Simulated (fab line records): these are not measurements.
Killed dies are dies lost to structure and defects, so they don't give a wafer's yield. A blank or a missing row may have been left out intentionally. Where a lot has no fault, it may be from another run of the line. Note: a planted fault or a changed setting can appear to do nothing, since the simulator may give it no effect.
Check for tools in common | flow n5-finfet | 10 lots, 28 wafers sampled

WHY THIS WAS OPENED
At N5_MOL_CONTACT_COAG_INSPECT_97 the reading raw-defect-count is flagged on 2 of 10 lots. Fault-free wafers read 44, with a standard deviation of 15.
Rule: a lot is flagged in two cases, either no wafer of it has a number, or all its wafers with numbers fall more than 4 standard deviations from that mean. As for the other lots, they are considered sound.

lot  | measured     | on                | raw-defect-count, wafer by wafer | flag
L173 | day 6 10:22  | defect-inspect-01 | 45 33 30                         |
L174 | day 6 13:25  | defect-inspect-02 | 46 33 24                         |
L176 | day 7 02:14  | defect-inspect-02 | 51 67 43                         |
L177 | day 7 10:11  | defect-inspect-02 | 50 67 41                         |
L179 | day 8 01:06  | defect-inspect-02 | 43 35 29                         |
L181 | day 8 11:06  | defect-inspect-02 | 53 31                            |
L183 | day 8 21:39  | defect-inspect-02 | 31 24 40                         |
L184 | day 9 05:28  | defect-inspect-01 | 760 744 759                      | FLAGGED
L186 | day 9 17:02  | defect-inspect-02 | 778 698 764                      | FLAGGED
L192 | day 11 05:56 | defect-inspect-02 | 20 35                            |
Average over the flagged lots: 750; offset from the usual +706, equal to +47 standard deviations.

EACH LOT AND THE TOOL IT RAN ON
Before the reading, the record contains 2 process steps out of a 1938-step route. Every cell lists first the tool, next ch and the chambers used by the sampled wafers, and last the start.
lot  | flag    | N5_MOL_CONTACT_COAG_STRIP_49         | N5_MOL_CONTACT_COAG_CMP_52
L173 |         | plasma-asher-02 ch 1, day 6 06:25    | cmp-03 ch 0,1, day 6 07:01
L174 |         | plasma-asher-01 ch 0,1, day 6 09:17  | cmp-02 ch 0,1,3, day 6 09:59
L176 |         | plasma-asher-02 ch 0,1, day 6 22:16  | cmp-03 ch 1,2, day 6 22:55
L177 |         | plasma-asher-02 ch 0,1, day 7 06:13  | cmp-03 ch 0,3, day 7 06:50
L179 |         | plasma-asher-02 ch 0,1, day 7 21:08  | cmp-03 ch 0,1,3, day 7 21:47
L181 |         | plasma-asher-02 ch 0, day 8 07:06    | cmp-02 ch 1,3, day 8 07:49
L183 |         | plasma-asher-01 ch 0,1, day 8 17:14  | cmp-02 ch 1,2,3, day 8 17:52
L184 | FLAGGED | plasma-asher-01 ch 0,1, day 9 01:28  | cmp-02 ch 1,2, day 9 02:06
L186 | FLAGGED | plasma-asher-01 ch 0,1, day 9 13:06  | cmp-02 ch 1,2,3, day 9 13:44
L192 |         | plasma-asher-01 ch 0,1, day 11 01:58 | cmp-03 ch 1,3, day 11 02:34
What is done by these steps:
- N5_MOL_CONTACT_COAG_STRIP_49: strips in N2/H2, time 30 s.
- N5_MOL_CONTACT_COAG_CMP_52: polishes, stops on SiO2, t overpolish 1.5 s, target thk 66.5 nm.
- N5_MOL_CONTACT_COAG_INSPECT_97: inspects for defects (darkfield).

FLAGGED OVER TOTAL, TOOL BY TOOL (the gauges that took the reading come last)
step                           | tool              | lots run | flagged | share of the flagged lots | sound lots run after its first flagged lot
N5_MOL_CONTACT_COAG_STRIP_49   | plasma-asher-01   | 5        | 2       | all                       | 1 (L192)
N5_MOL_CONTACT_COAG_STRIP_49   | plasma-asher-02   | 5        | 0       | none                      | -
N5_MOL_CONTACT_COAG_CMP_52     | cmp-02            | 5        | 2       | all                       | 0
N5_MOL_CONTACT_COAG_CMP_52     | cmp-03            | 5        | 0       | none                      | -
N5_MOL_CONTACT_COAG_INSPECT_97 | defect-inspect-01 | 2        | 1       | some                      | 0
N5_MOL_CONTACT_COAG_INSPECT_97 | defect-inspect-02 | 8        | 1       | some                      | 1 (L192)

THE TABLE: WHAT IT ALLOWS
Rows of the table that ran all the flagged lots, 2 in number: plasma-asher-01 at N5_MOL_CONTACT_COAG_STRIP_49; cmp-02 at N5_MOL_CONTACT_COAG_CMP_52.
- plasma-asher-01 at N5_MOL_CONTACT_COAG_STRIP_49 ran 5 lots, 2 of them flagged. Sound lots ran on it after the first flagged one (L192), which a lasting fault on the whole tool wouldn't allow.
- cmp-02 at N5_MOL_CONTACT_COAG_CMP_52 ran 5 lots, 2 of them flagged. A fault beginning between L183 (day 8 17:52), its last sound lot, and L184 (day 9 02:06), its first flagged one, fits the data.
One tool is left: cmp-02 at N5_MOL_CONTACT_COAG_CMP_52.

WHAT THE SIMULATOR PUT IN
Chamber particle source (cmp-02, N5_MOL_CONTACT_COAG_CMP_52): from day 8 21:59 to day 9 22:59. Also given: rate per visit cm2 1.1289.
Lots struck among those shown: L184, L186. The same result came from the rule above.
